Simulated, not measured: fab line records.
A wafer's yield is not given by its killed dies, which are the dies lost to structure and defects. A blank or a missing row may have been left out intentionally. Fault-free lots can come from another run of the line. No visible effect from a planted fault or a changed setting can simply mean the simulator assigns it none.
Chamber matching :: flow n5Finfet :: rieDiel-01 running N5_SD_EPI_N_DESCUM_14: 4 sister chambers
The step chemistry O2, time 7.9 s. 4 wafers are shown with their chamber, then 10 later ones without.

== WAFERS, EACH WITH ITS CHAMBER ==
wafer: L090.5
chamber: 0
drypumpMotorCurrentA (A): 6.2

wafer: L090.6
chamber: 3
drypumpMotorCurrentA (A): 5.1

wafer: L092.2
chamber: 1
drypumpMotorCurrentA (A): 6.0

wafer: L092.5
chamber: 2
drypumpMotorCurrentA (A): 6.2

== WAFERS WHOSE CHAMBER IS MISSING ==
wafer: L092.6
drypumpMotorCurrentA (A): 6.0

wafer: L094.4
drypumpMotorCurrentA (A): 5.9

wafer: L094.5
drypumpMotorCurrentA (A): 6.2

wafer: L094.6
drypumpMotorCurrentA (A): 6.2

wafer: L096.1
drypumpMotorCurrentA (A): 6.2

wafer: L096.2
drypumpMotorCurrentA (A): 5.9

wafer: L096.3
drypumpMotorCurrentA (A): 5.1

wafer: L097.1
drypumpMotorCurrentA (A): 6.2

wafer: L097.4
drypumpMotorCurrentA (A): 6.2

wafer: L097.5
drypumpMotorCurrentA (A): 6.2

== WHICH CHAMBER EACH ONE RAN IN ==
wafer: L092.6
from the rows above: 1
in truth: 1

wafer: L094.4
from the rows above: 1
in truth: 1

wafer: L094.5
from the rows above: can't be placed: 0 or 2
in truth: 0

wafer: L094.6
from the rows above: can't be placed: 0 or 2
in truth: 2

wafer: L096.1
from the rows above: can't be placed: 0 or 2
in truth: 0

wafer: L096.2
from the rows above: 1
in truth: 1

wafer: L096.3
from the rows above: 3
in truth: 3

wafer: L097.1
from the rows above: can't be placed: 0 or 2
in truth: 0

wafer: L097.4
from the rows above: can't be placed: 0 or 2
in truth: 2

wafer: L097.5
from the rows above: can't be placed: 0 or 2
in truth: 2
Placed correctly: 4 of 10. Not placeable from these rows: 6 (in 6, the candidates include the true chamber). Placed wrongly: 0.
How it was worked out, from the rows above alone: a wafer's distance from a chamber is the root of the sum, over the readings, of the square of ((its reading less the chamber's mean) divided by the reading's scatter). If the next closest chamber is less than 2 further off than the closest, the wafer can't be placed; otherwise it belongs to the closest. A chamber's mean is the mean of its shown wafers. The scatter: root of mean squared gap, hidden wafer to nearest shown wafer, with one shown wafer a chamber.
